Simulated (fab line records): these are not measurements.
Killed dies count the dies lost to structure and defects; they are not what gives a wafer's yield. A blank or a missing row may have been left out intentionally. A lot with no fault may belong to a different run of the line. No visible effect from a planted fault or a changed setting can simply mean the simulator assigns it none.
The tool behind it: which one?    flow nandHarc    11 lots, 33 wafers sampled, at 6 steps of a route of 1302

WHAT THE GAUGES SHOWED, per wafer
NHARC_P_ZERO_WELL_INSPECT_43.
lot   measured      on                rawDefectCount
L340  day 2 13:25   defectInspect-02  8 13 8
L342  day 3 09:20   defectInspect-02  7 12 7
L344  day 4 05:31   defectInspect-01  11 13 7
L345  day 4 15:18   defectInspect-02  2 11 14
L346  day 5 01:47   defectInspect-01  15 23 25
L347  day 5 11:32   defectInspect-01  12 17 14
L352  day 7 13:28   defectInspect-02  7 8 11
L359  day 10 12:43  defectInspect-02  12 10 9
L360  day 10 21:43  defectInspect-01  8 22 14
L361  day 11 07:39  defectInspect-01  20 11 18
L362  day 11 17:35  defectInspect-01  13 27 16

NHARC_P_GATE_CD_MEAS_11: the cd target is 1640 nm.
lot   measured      on        cdNm (nm)
L340  day 4 19:58   cdSem-02  1640.3 1639.3 1638.9
L342  day 5 16:31   cdSem-02  1640.7 1641.0 1640.2
L344  day 6 09:55   cdSem-01  1643.9 1643.2 1642.6
L345  day 6 22:07   cdSem-02  1640.7 1641.4 1641.2
L346  day 7 15:28   cdSem-03  1639.0 1636.5 1642.0
L347  day 7 15:38   cdSem-03  1640.4 1641.8 1642.5
L352  day 10 07:21  cdSem-02  - - -
L359  day 12 17:46  cdSem-03  1640.4 1641.6 1640.7
L360  day 13 07:29  cdSem-03  1639.6 1642.2 1640.4
L361  day 13 11:45  cdSem-01  1641.7 1642.0 1641.1
L362  day 13 22:51  cdSem-03  1642.4 1644.3 1642.4

NHARC_END_SORT_01.
lot   measured      on         killedAtArray  killedAtOther  killedAtPeriphery  killedDies   killedOpen  killedShort
L340  day 24 15:46  prober-01  40 35 32       0 0 0          4 3 4              44 38 36     3 3 6       0 5 4
L342  day 26 03:56  prober-01  26 39 20       1 2 1          11 3 3             38 44 24     4 4 5       1 3 2
L344  day 26 04:43  prober-02  28 28 25       1 0 2          2 2 1              31 30 28     3 4 1       4 4 1
L345  day 26 23:19  prober-02  74 70 96       1 0 0          1 1 2              76 71 98     2 1 3       2 4 6
L346  day 27 20:37  prober-02  34 24 33       3 0 0          4 7 4              41 31 37     3 2 4       1 0 2
L347  day 27 17:08  prober-01  76 37 70       6 2 5          4 4 0              86 43 75     6 4 4       3 2 1
L352  day 29 19:25  prober-01  58 54 46       0 0 0          619 623 631        677 677 677  5 3 5       3 4 3
L359  day 32 02:09  prober-01  52 73 64       1 0 0          3 1 1              56 74 65     3 4 3       1 3 0
L360  day 33 05:18  prober-02  52 59 56       1 0 0          2 0 3              55 59 59     2 0 6       3 2 4
L361  day 33 04:29  prober-01  58 68 64       0 0 1          3 2 6              61 70 71     2 3 5       3 5 4
L362  day 33 15:55  prober-02  77 52 75       1 0 1          5 2 5              83 54 81     3 1 2       4 4 3

WHAT TOOL EACH LOT RAN ON (gives the tool, then ch and the chambers of the sampled wafers, and finally the start)
lot   NHARC_P_STI_ETCH_42                NHARC_P_GATE_EXPOSE_08            NHARC_P_GATE_ETCH_104
L340  rieDiel-10 ch 0,1,2, day 3 06:11   krfScanner-02 ch 0, day 4 19:48   rieDiel-11 ch 0,3, day 5 12:54
L342  rieDiel-10 ch 0,1,2, day 4 04:05   krfScanner-04 ch 0, day 5 16:21   rieDiel-11 ch 1,2, day 6 11:43
L344  rieDiel-10 ch 0,2,3, day 4 21:29   krfScanner-04 ch 0, day 6 09:45   rieDiel-04 ch 0,2,3, day 7 00:20
L345  rieDiel-07 ch 1,2, day 5 07:55     krfScanner-03 ch 0, day 6 21:58   rieDiel-01 ch 1,2,3, day 7 16:09
L346  rieDiel-07 ch 0,1,3, day 5 20:48   krfScanner-03 ch 0, day 7 15:19   rieDiel-04 ch 0,2,3, day 8 08:23
L347  rieDiel-06 ch 1,2, day 6 05:14     krfScanner-02 ch 0, day 7 15:30   rieDiel-01 ch 1,2, day 8 08:35
L352  rieDiel-10 ch 0,1,3, day 8 07:25   krfScanner-03 ch 0, day 10 07:11  rieDiel-11 ch 0,1,3, day 10 22:46
L359  rieDiel-06 ch 0,2, day 11 06:26    krfScanner-03 ch 0, day 12 17:36  rieDiel-01 ch 2,3, day 13 09:05
L360  rieDiel-10 ch 0,2,3, day 11 15:35  krfScanner-03 ch 0, day 13 07:20  rieDiel-01 ch 0,3, day 14 00:14
L361  rieDiel-10 ch 0,1,2, day 11 22:52  krfScanner-03 ch 0, day 13 11:36  rieDiel-04 ch 0,2,3, day 14 06:12
L362  rieDiel-07 ch 2,3, day 12 09:59    krfScanner-04 ch 0, day 13 22:42  rieDiel-04 ch 0,1,2, day 14 15:27
- NHARC_P_STI_ETCH_42: etches the open film in N2/H2, target depth 80 nm, overetch 24 nm, time 61 s.
- NHARC_P_GATE_EXPOSE_08: exposes mask P HV.
- NHARC_P_GATE_ETCH_104: etches the open film in CF4/CHF3, target depth 60 nm.

AS READ BY THE TOOLS THEMSELVES (means over the sampled wafers that have a number; for cases with no such wafer, the mark the record gives instead)
NHARC_P_STI_ETCH_42.
lot   tool        chamberPressureMTorr (mTorr)  drypumpMotorCurrentA (A)  oesProductAu (a.u.)  rfVppV (V)  showerheadPlenumPTorr (Torr)  throttleValvePct (%)
L340  rieDiel-10  30.026                        5.5                       1.001                429.5       2.00                          14.167
L342  rieDiel-10  30.023                        5.6                       0.994                429.3       2.00                          14.178
L344  rieDiel-10  30.008                        5.8                       0.996                428.9       2.00                          14.179
L345  rieDiel-07  29.994                        6.4                       1.001                432.6       2.08                          14.175
L346  rieDiel-07  29.995                        5.8                       0.980                429.5       2.01                          14.169
L347  rieDiel-06  29.998                        6.2                       1.009                428.6       1.99                          14.170
L352  rieDiel-10  30.018                        6.0                       0.997                430.2       2.01                          14.171
L359  rieDiel-06  30.011                        6.2                       0.991                428.9       1.97                          14.167
L360  rieDiel-10  29.987                        5.8                       0.997                428.9       2.00                          14.158
L361  rieDiel-10  30.018                        5.6                       0.993                429.5       2.00                          14.172
L362  rieDiel-07  30.005                        5.8                       1.017                432.2       2.08                          14.176

NHARC_P_GATE_ETCH_104.
lot   tool        chamberPressureMTorr (mTorr)  drypumpMotorCurrentA (A)  oesProductAu (a.u.)  rfVppV (V)  showerheadPlenumPTorr (Torr)  throttleValvePct (%)
L340  rieDiel-11  24.995                        5.9                       0.966                371.6       1.61                          16.805
L342  rieDiel-11  25.003                        5.8                       0.936                372.5       1.62                          16.802
L344  rieDiel-04  25.007                        5.5                       0.954                370.4       1.56                          16.798
L345  rieDiel-01  24.992                        5.8                       0.930                371.4       1.62                          16.799
L346  rieDiel-04  25.022                        5.5                       0.923                369.9       1.56                          16.803
L347  rieDiel-01  24.977                        5.9                       0.938                373.3       1.65                          16.800
L352  rieDiel-11  24.987                        5.7                       0.943                371.8       1.63                          16.804
L359  rieDiel-01  25.012                        5.8                       0.965                371.3       1.60                          16.801
L360  rieDiel-01  25.008                        6.2                       0.917                368.4       1.53                          16.806
L361  rieDiel-04  24.999                        5.5                       0.944                370.4       1.56                          16.800
L362  rieDiel-04  24.999                        5.4                       0.972                370.7       1.60                          16.801

THE ANSWER, worked out from the rows above alone
Rule: the lots themselves supply what counts as usual. The widest of any qualifying gaps counts: lots, ordered by their means at a reading, are off when they make up no more than a third of the lots, leave a main group of 4 or more, and stand apart from it by 3 or more times the standard deviation of that group's means. A main group whose means are all the same, to the digits that the tables above print for the reading, isn't used. Also off: a lot with no number at a reading for which 4 or more lots have one. Any other lot the step has rows for is counted as sound. After the gauges, taken in route order, come the tools' own readings; for these a lot's mean is taken, as printed above. At the first step where some lot is off, the reading lying furthest off is the one used; lots without a number count as furthest.
Off at NHARC_P_GATE_CD_MEAS_11 (cdNm): L352. Without a number there: L352. The main group has a mean of 1641.1 nm with a standard deviation of 1.2.
If a tool, at a process step before that reading, ran all the lots that are off and no sound lot after the first of them, it fits. The gauges at NHARC_P_GATE_CD_MEAS_11 aren't tried: what is off there is off at NHARC_END_SORT_01 too, on other tools, and a gauge's error can't cause that. Not one of the candidates tried fits.

WHAT THE SIMULATOR HAD PUT IN
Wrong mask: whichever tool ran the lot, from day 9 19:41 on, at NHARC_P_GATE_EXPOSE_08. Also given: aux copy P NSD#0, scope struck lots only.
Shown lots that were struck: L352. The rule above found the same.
